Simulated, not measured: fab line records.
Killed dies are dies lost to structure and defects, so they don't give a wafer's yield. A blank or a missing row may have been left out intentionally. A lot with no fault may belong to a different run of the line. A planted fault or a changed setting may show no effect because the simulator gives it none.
Which tool is to blame? ; flow nand harc ; 14 lots, 42 wafers sampled, at 5 steps of a route of 1159

== WHAT THE GAUGES READ, wafer by wafer ==
NHARC_END_SORT_01. Usual: killed at array 30, standard deviation 10; killed at other 0.5, standard deviation 0.82; killed at periphery 2.9, standard deviation 2; killed dies 34, standard deviation 11; killed open 3.2, standard deviation 1.8; killed short 2.0, standard deviation 1.4.
lot;measured;on;killed at array;killed at other;killed at periphery;killed dies;killed open;killed short;flag
L212;day 21 02:38;prober-01;25 27 24;1 5 1;4 11 10;30 43 35;4 5 3;2 1 0;
L213;day 21 01:56;prober-02;674 677 673;0 0 0;3 0 4;677 677 677;3 3 4;1 1 0;OFF
L214;day 21 22:35;prober-02;675 675 673;2 2 1;0 0 3;677 677 677;4 3 3;1 0 1;OFF
L216;day 22 00:08;prober-01;18 19 25;1 0 0;2 3 1;21 22 26;2 1 1;1 2 2;

== WHAT TOOL EACH LOT RAN ON (gives the tool, then ch and the chambers of the sampled wafers, and finally the start) ==
lot;NHARC_A_CONTACT_ETCH_134;NHARC_A_CONTACT_ETCH_137;NHARC_A_CONTACT_ETCH_139;NHARC_A_CONTACT_ALD_18
L206;har cap etch-02 ch 0, day 16 22:23;har cap etch-02 ch 0, day 16 22:49;har cap etch-02 ch 0, day 16 23:05;ald metal-01 ch 1,3, day 17 01:31
L207;har cap etch-03 ch 1, day 17 06:37;har cap etch-03 ch 1, day 17 07:03;har cap etch-03 ch 1, day 17 07:19;ald metal-01 ch 0,2, day 17 08:53
L208;har cap etch-02 ch 0, day 17 17:38;har cap etch-02 ch 0, day 17 18:12;har cap etch-02 ch 0, day 17 18:33;ald metal-04 ch 2,3, day 17 20:08
L211;har cap etch-01 ch 0,1, day 18 11:14;har cap etch-01 ch 0,1, day 18 11:40;har cap etch-01 ch 0,1, day 18 11:55;ald metal-01 ch 0,1,3, day 18 13:32
L212;har cap etch-01 ch 0,1, day 18 21:33;har cap etch-01 ch 0,1, day 18 21:59;har cap etch-01 ch 0,1, day 18 22:15;ald metal-01 ch 0,1,2, day 18 23:49
L213;har cap etch-03 ch 0, day 19 00:34;har cap etch-03 ch 0, day 19 00:59;har cap etch-03 ch 0, day 19 01:15;ald metal-01 ch 1,2, day 19 02:51
L214;har cap etch-03 ch 0,1, day 19 09:34;har cap etch-03 ch 0,1, day 19 09:59;har cap etch-03 ch 0,1, day 19 10:15;ald metal-01 ch 0,2, day 19 11:47
L216;har cap etch-02 ch 0,1, day 19 12:34;har cap etch-02 ch 0,1, day 19 12:59;har cap etch-02 ch 0,1, day 19 13:16;ald metal-04 ch 2,3, day 19 14:44
L224;har cap etch-01 ch 0,1, day 20 23:47;har cap etch-01 ch 0,1, day 21 00:23;har cap etch-01 ch 0,1, day 21 00:43;ald metal-03 ch 0,1,3, day 21 02:28
L225;har cap etch-03 ch 0,1, day 22 02:56;har cap etch-03 ch 0,1, day 22 03:23;har cap etch-03 ch 0,1, day 22 03:38;ald metal-01 ch 0,3, day 22 05:09
L226;har cap etch-02 ch 0,1, day 22 04:05;har cap etch-02 ch 0,1, day 22 04:41;har cap etch-02 ch 0,1, day 22 05:01;ald metal-03 ch 1,2,3, day 22 06:45
L227;har cap etch-03 ch 0,1, day 22 08:53;har cap etch-03 ch 0,1, day 22 09:20;har cap etch-03 ch 0,1, day 22 09:35;ald metal-01 ch 0,1,2, day 22 11:17
L229;har cap etch-01 ch 0,1, day 22 16:11;har cap etch-01 ch 0,1, day 22 16:37;har cap etch-01 ch 0,1, day 22 16:53;ald metal-03 ch 0,3, day 22 18:37
L228;har cap etch-03 ch 0,1, day 22 22:04;har cap etch-03 ch 0,1, day 22 22:31;har cap etch-03 ch 0,1, day 22 22:45;ald metal-03 ch 0,1, day 23 00:23
- NHARC_A_CONTACT_ETCH_134: etches the open film in C4F8/O2/Ar, time 140 s, target depth 700 nm.
- NHARC_A_CONTACT_ETCH_137: etches the open film in C4F8/O2/Ar, time 132 s, target depth 1287 nm.
- NHARC_A_CONTACT_ETCH_139: etches the open film in C4F8/O2/Ar, time 137 s, target depth 590 nm.
- NHARC_A_CONTACT_ALD_18: deposits TiN, target thk 3 nm, pulse time 1 s, ald cycles 150.

== WHAT THE TOOLS THEMSELVES READ (means of the sampled wafers that have a number; where no wafer has one, the mark that the record gives instead) ==
NHARC_A_CONTACT_ALD_18. Usual: heater power w 1122 W, standard deviation 67; precursor pulse height rel 1.000, standard deviation 0.019.
lot;tool;heater power w (W);precursor pulse height rel;flag
L206;ald metal-01;1083;0.979;
L207;ald metal-01;1174;1.014;
L208;ald metal-04;1055;1.019;
L211;ald metal-01;1114;0.999;
L212;ald metal-01;1159;0.988;
L213;ald metal-01;1123;0.975;
L214;ald metal-01;1219;0.990;
L216;ald metal-04;1087;0.995;
L224;ald metal-03;1095;1.026;
L225;ald metal-01;1131;1.006;
L226;ald metal-03;1097;1.002;
L227;ald metal-01;1169;1.001;
L229;ald metal-03;1054;0.995;
L228;ald metal-03;1139;1.025;

== THE ANSWER, worked out from the rows above alone ==
Rule: take the mean of a lot's wafers that have a number; if it is more than 3 standard deviations from the usual mean, the lot is off. Also off: a lot with no number at a reading for which 4 or more lots have one. All remaining lots with rows at the step are treated as sound. After the gauges, taken in route order, come the tools' own readings; for these a lot's mean is taken, as printed above. The first step at which some lot is off is used, and at that step the reading that is off furthest; a lot without a number counts as furthest.
Off at NHARC_END_SORT_01 (killed at array): L213, L214. Neither off nor sound, because the step has no rows for them: L206, L207, L208, L211, L224, L225, L226, L227, L229, L228.
A tool fits if, at a process step before that reading, it ran every lot that is off, and no sound lot after the first of them. Gauges at NHARC_END_SORT_01: tried the same way as those tools. Can't be told from this: 3 tools fit, har cap etch-03 at NHARC_A_CONTACT_ETCH_134 and NHARC_A_CONTACT_ETCH_137 and NHARC_A_CONTACT_ETCH_139, ald metal-01 at NHARC_A_CONTACT_ALD_18, prober-02 at NHARC_END_SORT_01.

== WHAT HAD BEEN PUT IN BY THE SIMULATOR ==
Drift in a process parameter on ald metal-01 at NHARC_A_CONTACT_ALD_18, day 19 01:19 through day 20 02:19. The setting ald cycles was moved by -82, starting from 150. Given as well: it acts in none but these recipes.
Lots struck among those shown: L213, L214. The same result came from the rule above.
